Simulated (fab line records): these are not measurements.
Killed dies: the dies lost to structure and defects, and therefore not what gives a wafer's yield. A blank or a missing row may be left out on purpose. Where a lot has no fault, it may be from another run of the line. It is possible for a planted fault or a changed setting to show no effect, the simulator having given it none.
The tool behind it: which one?    flow n5Finfet    72 wafers from 24 lots sampled at 4 of the route's 1938 steps

WHAT THE GAUGES SHOWED, per wafer
N5_BEOL_M5_OVL_MEAS_12.
lot   measured      on          M5_OVL (nm)
L074  day 8 03:46   overlay-02  1.3 0.5 1.4
L075  day 8 10:19   overlay-01  1.5 0.7 2.7
L076  day 8 14:04   overlay-02  -0.6 0.9 0.2
L077  day 8 20:26   overlay-01  0.2 0.2 0.5
L078  day 9 03:48   overlay-01  1.7 1.6 0.9
L079  day 9 05:50   overlay-02  0.5 0.6 1.0
L080  day 9 10:36   overlay-02  0.5 1.1 0.5
L081  day 9 19:58   overlay-01  0.5 1.3 1.3
L082  day 10 03:38  overlay-01  0.0 0.4 -0.5
L083  day 10 06:49  overlay-01  0.7 0.1 1.1
L084  day 10 13:10  overlay-02  0.4 1.0 1.4
L085  day 10 19:36  overlay-01  0.5 0.2 0.4
L086  day 10 23:16  overlay-01  2.3 0.7 0.2
L087  day 11 12:52  overlay-01  0.8 0.4 1.6
L090  day 11 21:14  overlay-02  1.5 1.2 1.0
L088  day 12 01:23  overlay-02  0.4 -0.2 -1.4
L089  day 12 03:12  overlay-02  -0.1 0.4 0.3
L091  day 12 03:25  overlay-01  1.1 1.3 0.8
L092  day 12 13:00  overlay-02  0.2 0.2 -0.7
L093  day 12 21:00  overlay-01  -1.0 -0.9 -0.1
L094  day 13 00:14  overlay-02  0.6 0.6 0.6
L095  day 13 09:14  overlay-02  0.5 0.9 0.9
L096  day 14 01:55  overlay-01  1.1 0.7 1.4
L097  day 14 05:16  overlay-01  1.1 2.4 1.1

N5_BEOL_M5_OVL_MEAS_29.
lot   measured      on          V4_OVL (nm)
L074  day 8 06:35   overlay-02  -0.5 0.2 -0.1
L075  day 8 12:58   overlay-02  0.7 0.3 1.3
L076  day 8 15:18   overlay-02  0.0 0.9 -0.3
L077  day 8 21:25   overlay-02  -0.2 -1.1 -0.3
L078  day 9 04:45   overlay-02  0.4 -0.5 1.5
L079  day 9 08:11   overlay-01  0.1 0.4 0.3
L080  day 9 11:31   overlay-01  0.9 1.0 1.2
L081  day 9 21:06   overlay-01  0.4 1.1 0.9
L082  day 10 05:04  overlay-01  0.9 -0.2 0.2
L083  day 10 08:55  overlay-01  1.5 -0.2 0.8
L084  day 10 14:50  overlay-01  0.5 0.6 1.6
L085  day 10 21:59  overlay-02  0.3 -0.2 -1.2
L086  day 11 00:27  overlay-02  0.2 -0.2 0.2
L087  day 11 15:01  overlay-02  -0.6 -0.6 -0.1
L090  day 12 00:13  overlay-01  1.4 0.4 0.7
L088  day 12 05:05  overlay-02  -0.2 0.7 -0.2
L089  day 12 05:15  overlay-01  0.0 -0.2 0.4
L091  day 12 05:19  overlay-02  -0.5 -2.0 0.0
L092  day 12 19:28  overlay-02  0.0 0.8 0.6
L093  day 12 21:52  overlay-01  -0.1 0.8 -0.3
L094  day 13 03:49  overlay-01  -0.8 0.3 0.9
L095  day 13 11:35  overlay-02  0.9 -0.7 0.6
L096  day 14 04:07  overlay-01  -0.5 0.4 0.9
L097  day 14 10:24  overlay-01  0.7 1.2 1.0

EACH LOT AND THE TOOL THAT RAN IT (in order: tool; ch and the chambers of the sampled wafers; start)
lot   N5_BEOL_M5_CURE_79            N5_BEOL_M5_ETCH_72
L074  uvCure-03 ch 2, day 8 02:21   rieDiel-04 ch 1,2,3, day 8 03:53
L075  uvCure-01 ch 0, day 8 08:28   rieDiel-04 ch 0,3, day 8 10:26
L076  uvCure-03 ch 2, day 8 11:01   rieDiel-04 ch 0,1,2, day 8 14:11
L077  uvCure-01 ch 2, day 8 16:56   rieDiel-01 ch 1,2,3, day 8 20:34
L078  uvCure-01 ch 0, day 9 02:22   rieDiel-04 ch 0,3, day 9 03:56
L079  uvCure-03 ch 2, day 9 04:23   rieDiel-04 ch 2,3, day 9 05:58
L080  uvCure-03 ch 0, day 9 09:19   rieDiel-01 ch 0,2, day 9 10:43
L081  uvCure-02 ch 1, day 9 17:55   rieDiel-01 ch 1,2, day 9 20:06
L082  uvCure-02 ch 1, day 10 02:25  rieDiel-01 ch 1,2,3, day 10 03:46
L083  uvCure-01 ch 1, day 10 04:56  rieDiel-04 ch 0,2, day 10 07:21
L084  uvCure-01 ch 1, day 10 11:36  rieDiel-01 ch 0,2,3, day 10 13:28
L085  uvCure-02 ch 2, day 10 17:58  rieDiel-04 ch 0,1,3, day 10 19:43
L086  uvCure-03 ch 1, day 10 20:26  rieDiel-01 ch 0,1,2, day 10 23:24
L087  uvCure-01 ch 1, day 11 11:11  rieDiel-04 ch 1,2, day 11 12:59
L090  uvCure-03 ch 0, day 11 18:59  rieDiel-03 ch 1,2,3, day 11 21:22
L088  uvCure-01 ch 1, day 11 22:45  rieDiel-04 ch 1,2,3, day 12 02:02
L089  uvCure-01 ch 0, day 12 02:02  rieDiel-03 ch 0,3, day 12 03:21
L091  uvCure-02 ch 2, day 12 02:14  rieDiel-04 ch 2,3, day 12 03:32
L092  uvCure-01 ch 2, day 12 09:01  rieDiel-03 ch 0,3, day 12 13:09
L093  uvCure-03 ch 2, day 12 18:46  rieDiel-04 ch 1,3, day 12 21:07
L094  uvCure-02 ch 0, day 12 22:13  rieDiel-04 ch 0,1,2, day 13 00:21
L095  uvCure-02 ch 1, day 13 07:58  rieDiel-01 ch 0,1,3, day 13 09:26
L096  uvCure-03 ch 0, day 13 23:52  rieDiel-03 ch 2,3, day 14 02:11
L097  uvCure-02 ch 0, day 14 02:56  rieDiel-03 ch 0,1,2, day 14 05:35
- N5_BEOL_M5_CURE_79: cures SiCOH lowk, time 240 s.
- N5_BEOL_M5_ETCH_72: etches underlayer in N2/H2, target depth 6.5 nm, time 5.2 s.

AS READ BY THE TOOLS THEMSELVES (means over the sampled wafers that have a number; for cases with no such wafer, the mark the record gives instead)
N5_BEOL_M5_CURE_79.
lot   tool       lampPowerPct (%)  wafer_temp_C_max
L074  uvCure-03  52.32             386.5
L075  uvCure-01  52.28             388.3
L076  uvCure-03  52.29             386.9
L077  uvCure-01  52.35             385.7
L078  uvCure-01  52.30             387.6
L079  uvCure-03  52.33             386.9
L080  uvCure-03  52.35             386.2
L081  uvCure-02  52.29             387.3
L082  uvCure-02  52.29             387.7
L083  uvCure-01  52.31             387.2
L084  uvCure-01  52.35             386.8
L085  uvCure-02  52.29             386.7
L086  uvCure-03  52.35             385.9
L087  uvCure-01  52.30             386.2
L090  uvCure-03  52.34             386.0
L088  uvCure-01  52.25             386.7
L089  uvCure-01  52.34             387.6
L091  uvCure-02  52.30             386.1
L092  uvCure-01  52.29             386.0
L093  uvCure-03  52.30             386.6
L094  uvCure-02  52.34             386.5
L095  uvCure-02  52.36             387.6
L096  uvCure-03  52.32             386.3
L097  uvCure-02  52.33             386.4

N5_BEOL_M5_ETCH_72.
lot   tool        drypumpMotorCurrentA (A)  etchRfOnTimeS (s)  oesProductAu (a.u.)  rfVppV (V)  showerheadPlenumPTorr (Torr)  throttleValvePct (%)
L074  rieDiel-04  6.3                       5.32               0.68                 524.1       2.53                          18.01
L075  rieDiel-04  6.0                       5.31               0.58                 524.7       2.56                          18.38
L076  rieDiel-04  6.0                       5.31               0.66                 523.9       2.59                          18.12
L077  rieDiel-01  5.9                       5.06               0.72                 522.4       2.50                          17.79
L078  rieDiel-04  6.3                       5.35               0.59                 523.4       2.49                          18.28
L079  rieDiel-04  6.3                       5.34               0.65                 522.1       2.49                          18.14
L080  rieDiel-01  5.2                       5.12               0.78                 523.8       2.55                          17.57
L081  rieDiel-01  5.5                       5.16               0.67                 523.1       2.51                          17.99
L082  rieDiel-01  5.9                       5.15               0.71                 522.5       2.50                          17.80
L083  rieDiel-04  5.7                       5.21               0.78                 526.2       2.61                          18.06
L084  rieDiel-01  5.8                       5.09               0.75                 521.7       2.52                          17.60
L085  rieDiel-04  6.3                       5.22               0.69                 524.2       2.52                          18.03
L086  rieDiel-01  5.4                       5.06               0.72                 524.6       2.53                          17.79
L087  rieDiel-04  6.0                       5.30               0.69                 525.0       2.58                          18.02
L090  rieDiel-03  5.7                       5.21               0.61                 523.8       2.51                          17.86
L088  rieDiel-04  6.3                       5.26               0.66                 523.6       2.52                          18.06
L089  rieDiel-03  5.9                       5.27               0.63                 525.4       2.59                          17.67
L091  rieDiel-04  6.0                       5.32               0.66                 523.8       2.54                          18.14
L092  rieDiel-03  5.8                       5.29               0.63                 524.8       2.59                          17.66
L093  rieDiel-04  6.6                       5.27               0.62                 521.9       2.50                          17.98
L094  rieDiel-04  6.0                       5.27               0.70                 524.8       2.58                          18.03
L095  rieDiel-01  5.5                       5.20               0.67                 522.5       2.51                          17.89
L096  rieDiel-03  6.0                       5.36               0.65                 526.6       2.63                          17.71
L097  rieDiel-03  5.3                       5.19               0.70                 525.0       2.60                          17.60

THE ANSWER, worked out from the rows above alone
Rule: the lots themselves supply what counts as usual. Put in order of their means at a reading, lots are off if they are a third of the lots or fewer, leave a main group of 4 or more, and stand apart from it by a gap of 3 or more times the standard deviation of the main group's means; of several such gaps the widest counts. A main group whose means are all the same, to the digits that the tables above print for the reading, isn't used. Also off: a lot with no number at a reading for which 4 or more lots have one. The other lots that the step has rows for count as sound. After the gauges, taken in route order, come the tools' own readings; for these a lot's mean is taken, as printed above. The first step at which some lot is off is used, and at that step the reading that is off furthest; a lot without a number counts as furthest.
Nothing can be told from this: no lot is off at any reading shown.

WHAT THE SIMULATOR HAD INSERTED
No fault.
